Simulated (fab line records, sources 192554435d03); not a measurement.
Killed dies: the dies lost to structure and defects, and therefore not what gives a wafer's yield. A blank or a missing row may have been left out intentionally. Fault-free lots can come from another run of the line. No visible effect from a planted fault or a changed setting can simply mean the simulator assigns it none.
The tool behind it: which one? / flow n5Finfet / 12 lots with 32 wafers sampled at 4 steps, on a route of 1938 steps

WHAT THE GAUGES READ, wafer by wafer
The record holds no reading of a measuring or inspecting step that can be judged against a usual standard deviation.

WHAT TOOL EACH LOT RAN ON (gives the tool, then ch and the chambers of the sampled wafers, and finally the start)
lot=L449; N5_BEOL_M11_ALD_74=aldMetal-04 ch 0,3, day 9 23:55; N5_BEOL_M11_DEP_56=pecvd-01 ch 0,1, day 10 01:24; N5_BEOL_M12_EXPOSE_07=krfScanner-02 ch 0, day 10 01:59; N5_BEOL_M12_DESCUM_15=rieDiel-04 ch 0,2,3, day 10 02:14
lot=L451; N5_BEOL_M11_ALD_74=aldMetal-03 ch 1,2,3, day 10 10:47; N5_BEOL_M11_DEP_56=pecvd-02 ch 0,1, day 10 12:17; N5_BEOL_M12_EXPOSE_07=krfScanner-02 ch 0, day 10 12:40; N5_BEOL_M12_DESCUM_15=rieDiel-05 ch 2,3, day 10 12:56
lot=L452; N5_BEOL_M11_ALD_74=aldMetal-02 ch 1,2,3, day 10 23:22; N5_BEOL_M11_DEP_56=pecvd-01 ch 0,1, day 11 01:03; N5_BEOL_M12_EXPOSE_07=krfScanner-01 ch 0, day 11 01:30; N5_BEOL_M12_DESCUM_15=rieDiel-02 ch 0,2,3, day 11 01:45
lot=L453; N5_BEOL_M11_ALD_74=aldMetal-03 ch 0,1,3, day 11 10:44; N5_BEOL_M11_DEP_56=pecvd-01 ch 0,1,2, day 11 14:51; N5_BEOL_M12_EXPOSE_07=krfScanner-02 ch 0, day 11 15:22; N5_BEOL_M12_DESCUM_15=rieDiel-05 ch 0,1,3, day 11 15:37
lot=L457; N5_BEOL_M11_ALD_74=aldMetal-03 ch 3, day 12 08:41; N5_BEOL_M11_DEP_56=pecvd-02 ch 2, day 12 11:01; N5_BEOL_M12_EXPOSE_07=krfScanner-02 ch 0, day 12 11:25; N5_BEOL_M12_DESCUM_15=rieDiel-05 ch 1, day 12 11:46
lot=L458; N5_BEOL_M11_ALD_74=aldMetal-04 ch 3, day 12 18:22; N5_BEOL_M11_DEP_56=pecvd-04 ch 2, day 12 20:12; N5_BEOL_M12_EXPOSE_07=krfScanner-02 ch 0, day 12 20:36; N5_BEOL_M12_DESCUM_15=rieDiel-02 ch 3, day 12 20:50
lot=L459; N5_BEOL_M11_ALD_74=aldMetal-04 ch 2,3, day 12 22:18; N5_BEOL_M11_DEP_56=pecvd-01 ch 0,1, day 13 01:14; N5_BEOL_M12_EXPOSE_07=krfScanner-01 ch 0, day 13 01:48; N5_BEOL_M12_DESCUM_15=rieDiel-05 ch 1,2,3, day 13 02:23
lot=L462; N5_BEOL_M11_ALD_74=aldMetal-02 ch 1,2,3, day 13 15:44; N5_BEOL_M11_DEP_56=pecvd-04 ch 0,1,2, day 13 17:17; N5_BEOL_M12_EXPOSE_07=krfScanner-01 ch 0, day 13 17:47; N5_BEOL_M12_DESCUM_15=rieDiel-05 ch 0,2,3, day 13 18:23
lot=L460; N5_BEOL_M11_ALD_74=aldMetal-03 ch 0,2,3, day 13 15:59; N5_BEOL_M11_DEP_56=pecvd-01 ch 0,1,2, day 13 17:47; N5_BEOL_M12_EXPOSE_07=krfScanner-01 ch 0, day 13 18:11; N5_BEOL_M12_DESCUM_15=rieDiel-05 ch 0,3, day 13 18:39
lot=L469; N5_BEOL_M11_ALD_74=aldMetal-03 ch 0,1,3, day 16 03:22; N5_BEOL_M11_DEP_56=pecvd-02 ch 0,1,2, day 16 04:59; N5_BEOL_M12_EXPOSE_07=krfScanner-01 ch 0, day 16 05:29; N5_BEOL_M12_DESCUM_15=rieDiel-04 ch 0,1,3, day 16 06:16
lot=L471; N5_BEOL_M11_ALD_74=aldMetal-04 ch 0,3, day 16 08:23; N5_BEOL_M11_DEP_56=pecvd-02 ch 0,1,2, day 16 10:10; N5_BEOL_M12_EXPOSE_07=krfScanner-01 ch 0, day 16 10:41; N5_BEOL_M12_DESCUM_15=rieDiel-04 ch 0,1,3, day 16 10:56
lot=L472; N5_BEOL_M11_ALD_74=aldMetal-04 ch 0,3, day 16 14:47; N5_BEOL_M11_DEP_56=pecvd-02 ch 0,1,2, day 16 16:47; N5_BEOL_M12_EXPOSE_07=krfScanner-01 ch 0, day 16 17:20; N5_BEOL_M12_DESCUM_15=rieDiel-05 ch 0,2,3, day 16 17:35
- N5_BEOL_M11_ALD_74: deposits TaN, target thk 2 nm, pulse time 2 s, purge time 3 s.
- N5_BEOL_M11_DEP_56: deposits SiCN from 3MS/NH3, target thk 30 nm, time 10.5 s.
- N5_BEOL_M12_EXPOSE_07: exposes mask V11.
- N5_BEOL_M12_DESCUM_15: chemistry O2, time 7.9 s.

WHAT THE TOOLS THEMSELVES READ (means of the sampled wafers that have a number; where no wafer has one, the mark that the record gives instead)
N5_BEOL_M11_ALD_74. Usual: heaterPowerW 408 W, standard deviation 37; susceptorTempC 274.99 C, standard deviation 0.17.
lot=L449; tool=aldMetal-04; heaterPowerW (W)=389; susceptorTempC (C)=274.97; flag=
lot=L451; tool=aldMetal-03; heaterPowerW (W)=432; susceptorTempC (C)=275.05; flag=
lot=L452; tool=aldMetal-02; heaterPowerW (W)=415; susceptorTempC (C)=275.11; flag=
lot=L453; tool=aldMetal-03; heaterPowerW (W)=400; susceptorTempC (C)=275.08; flag=
lot=L457; tool=aldMetal-03; heaterPowerW (W)=367; susceptorTempC (C)=274.97; flag=
lot=L458; tool=aldMetal-04; heaterPowerW (W)=382; susceptorTempC (C)=274.64; flag=
lot=L459; tool=aldMetal-04; heaterPowerW (W)=398; susceptorTempC (C)=274.87; flag=
lot=L462; tool=aldMetal-02; heaterPowerW (W)=415; susceptorTempC (C)=275.01; flag=
lot=L460; tool=aldMetal-03; heaterPowerW (W)=416; susceptorTempC (C)=274.85; flag=
lot=L469; tool=aldMetal-03; heaterPowerW (W)=404; susceptorTempC (C)=274.93; flag=
lot=L471; tool=aldMetal-04; heaterPowerW (W)=387; susceptorTempC (C)=274.94; flag=
lot=L472; tool=aldMetal-04; heaterPowerW (W)=378; susceptorTempC (C)=274.96; flag=

N5_BEOL_M11_DEP_56. Usual: showerheadPlenumPTorr 4.167 Torr, standard deviation 0.013; throttleValvePct 17.8 %, standard deviation 0.88.
lot=L449; tool=pecvd-01; showerheadPlenumPTorr (Torr)=4.174; throttleValvePct (%)=18.3; flag=
lot=L451; tool=pecvd-02; showerheadPlenumPTorr (Torr)=4.179; throttleValvePct (%)=17.4; flag=
lot=L452; tool=pecvd-01; showerheadPlenumPTorr (Torr)=4.160; throttleValvePct (%)=17.7; flag=
lot=L453; tool=pecvd-01; showerheadPlenumPTorr (Torr)=4.166; throttleValvePct (%)=17.9; flag=
lot=L457; tool=pecvd-02; showerheadPlenumPTorr (Torr)=4.155; throttleValvePct (%)=16.7; flag=
lot=L458; tool=pecvd-04; showerheadPlenumPTorr (Torr)=4.164; throttleValvePct (%)=17.4; flag=
lot=L459; tool=pecvd-01; showerheadPlenumPTorr (Torr)=4.172; throttleValvePct (%)=18.4; flag=
lot=L462; tool=pecvd-04; showerheadPlenumPTorr (Torr)=4.167; throttleValvePct (%)=18.6; flag=
lot=L460; tool=pecvd-01; showerheadPlenumPTorr (Torr)=4.163; throttleValvePct (%)=17.8; flag=
lot=L469; tool=pecvd-02; showerheadPlenumPTorr (Torr)=4.175; throttleValvePct (%)=17.4; flag=
lot=L471; tool=pecvd-02; showerheadPlenumPTorr (Torr)=4.176; throttleValvePct (%)=17.5; flag=
lot=L472; tool=pecvd-02; showerheadPlenumPTorr (Torr)=4.163; throttleValvePct (%)=17.5; flag=

N5_BEOL_M12_EXPOSE_07. Usual: 32.479 for exposureDoseMJCm2, sd 0.029.
lot=L449 tool=krfScanner-02 exposureDoseMJCm2=32.515 flag=
lot=L451 tool=krfScanner-02 exposureDoseMJCm2=32.470 flag=
lot=L452 tool=krfScanner-01 exposureDoseMJCm2=32.474 flag=
lot=L453 tool=krfScanner-02 exposureDoseMJCm2=32.515 flag=
lot=L457 tool=krfScanner-02 exposureDoseMJCm2=32.615 flag=OFF
lot=L458 tool=krfScanner-02 exposureDoseMJCm2=32.613 flag=OFF
lot=L459 tool=krfScanner-01 exposureDoseMJCm2=32.481 flag=
lot=L462 tool=krfScanner-01 exposureDoseMJCm2=32.490 flag=
lot=L460 tool=krfScanner-01 exposureDoseMJCm2=32.498 flag=
lot=L469 tool=krfScanner-01 exposureDoseMJCm2=32.440 flag=
lot=L471 tool=krfScanner-01 exposureDoseMJCm2=32.487 flag=
lot=L472 tool=krfScanner-01 exposureDoseMJCm2=32.510 flag=

N5_BEOL_M12_DESCUM_15. Usual: drypumpMotorCurrentA 5.7 A, standard deviation 0.39; oesProductAu 0.83 a.u., standard deviation 0.088; rfVppV 243.1 V, standard deviation 1.6; showerheadPlenumPTorr 2.08 Torr, standard deviation 0.095; throttleValvePct 20.25 %, standard deviation 0.21.
lot=L449; tool=rieDiel-04; drypumpMotorCurrentA (A)=5.6; oesProductAu (a.u.)=0.81; rfVppV (V)=243.8; showerheadPlenumPTorr (Torr)=2.10; throttleValvePct (%)=20.34; flag=
lot=L451; tool=rieDiel-05; drypumpMotorCurrentA (A)=5.5; oesProductAu (a.u.)=0.84; rfVppV (V)=242.1; showerheadPlenumPTorr (Torr)=1.97; throttleValvePct (%)=20.30; flag=
lot=L452; tool=rieDiel-02; drypumpMotorCurrentA (A)=6.1; oesProductAu (a.u.)=0.77; rfVppV (V)=242.9; showerheadPlenumPTorr (Torr)=2.03; throttleValvePct (%)=20.28; flag=
lot=L453; tool=rieDiel-05; drypumpMotorCurrentA (A)=5.6; oesProductAu (a.u.)=0.84; rfVppV (V)=242.8; showerheadPlenumPTorr (Torr)=2.10; throttleValvePct (%)=20.23; flag=
lot=L457; tool=rieDiel-05; drypumpMotorCurrentA (A)=6.1; oesProductAu (a.u.)=0.74; rfVppV (V)=243.0; showerheadPlenumPTorr (Torr)=2.16; throttleValvePct (%)=20.53; flag=
lot=L458; tool=rieDiel-02; drypumpMotorCurrentA (A)=6.6; oesProductAu (a.u.)=0.66; rfVppV (V)=240.8; showerheadPlenumPTorr (Torr)=2.06; throttleValvePct (%)=20.29; flag=
lot=L459; tool=rieDiel-05; drypumpMotorCurrentA (A)=5.7; oesProductAu (a.u.)=0.77; rfVppV (V)=243.0; showerheadPlenumPTorr (Torr)=2.02; throttleValvePct (%)=20.38; flag=
lot=L462; tool=rieDiel-05; drypumpMotorCurrentA (A)=5.3; oesProductAu (a.u.)=0.82; rfVppV (V)=241.6; showerheadPlenumPTorr (Torr)=2.01; throttleValvePct (%)=20.19; flag=
lot=L460; tool=rieDiel-05; drypumpMotorCurrentA (A)=5.2; oesProductAu (a.u.)=0.87; rfVppV (V)=243.0; showerheadPlenumPTorr (Torr)=2.09; throttleValvePct (%)=20.03; flag=
lot=L469; tool=rieDiel-04; drypumpMotorCurrentA (A)=5.7; oesProductAu (a.u.)=0.84; rfVppV (V)=243.3; showerheadPlenumPTorr (Torr)=2.12; throttleValvePct (%)=20.23; flag=
lot=L471; tool=rieDiel-04; drypumpMotorCurrentA (A)=5.7; oesProductAu (a.u.)=0.84; rfVppV (V)=243.1; showerheadPlenumPTorr (Torr)=2.12; throttleValvePct (%)=20.23; flag=
lot=L472; tool=rieDiel-05; drypumpMotorCurrentA (A)=5.4; oesProductAu (a.u.)=0.79; rfVppV (V)=241.9; showerheadPlenumPTorr (Torr)=2.00; throttleValvePct (%)=20.21; flag=

THE ANSWER, worked out from the rows above alone
Rule: a lot counts as off when the mean over its wafers that have a number is more than 3 standard deviations away from the usual mean. Also off: a lot with no number at a reading for which 4 or more lots have one. Any other lot the step has rows for is counted as sound. The gauges are gone through in route order, then the tools' own readings, and for those a lot's mean is taken as printed above. The first step at which some lot is off is used, and at that step the reading that is off furthest; a lot without a number counts as furthest.
Off, at N5_BEOL_M12_EXPOSE_07 on exposureDoseMJCm2: L457, L458.
A tool fits if, at that step or a process step before it, it ran every lot that is off, and no sound lot after the first of them. One candidate fits, namely krfScanner-02 at N5_BEOL_M12_EXPOSE_07. Its last sound lot is L453 (day 11 15:22), its first lot that is off L457 (day 12 11:25): a fault that began between those two fits.
On the lots that are off, the tool's own readings at N5_BEOL_M12_EXPOSE_07 differ by more than 5 times the standard deviation of the sound lots' means, which bears it out; exposureDoseMJCm2 reads 32.614 there versus 32.488 on the sound lots.

WHAT THE SIMULATOR HAD PUT IN
Process parameter drift: krfScanner-02, from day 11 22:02 on, at N5_BEOL_M12_EXPOSE_07. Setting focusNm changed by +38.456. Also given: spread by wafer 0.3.
Shown lots that were struck: L457, L458. The rule above reached the same finding.
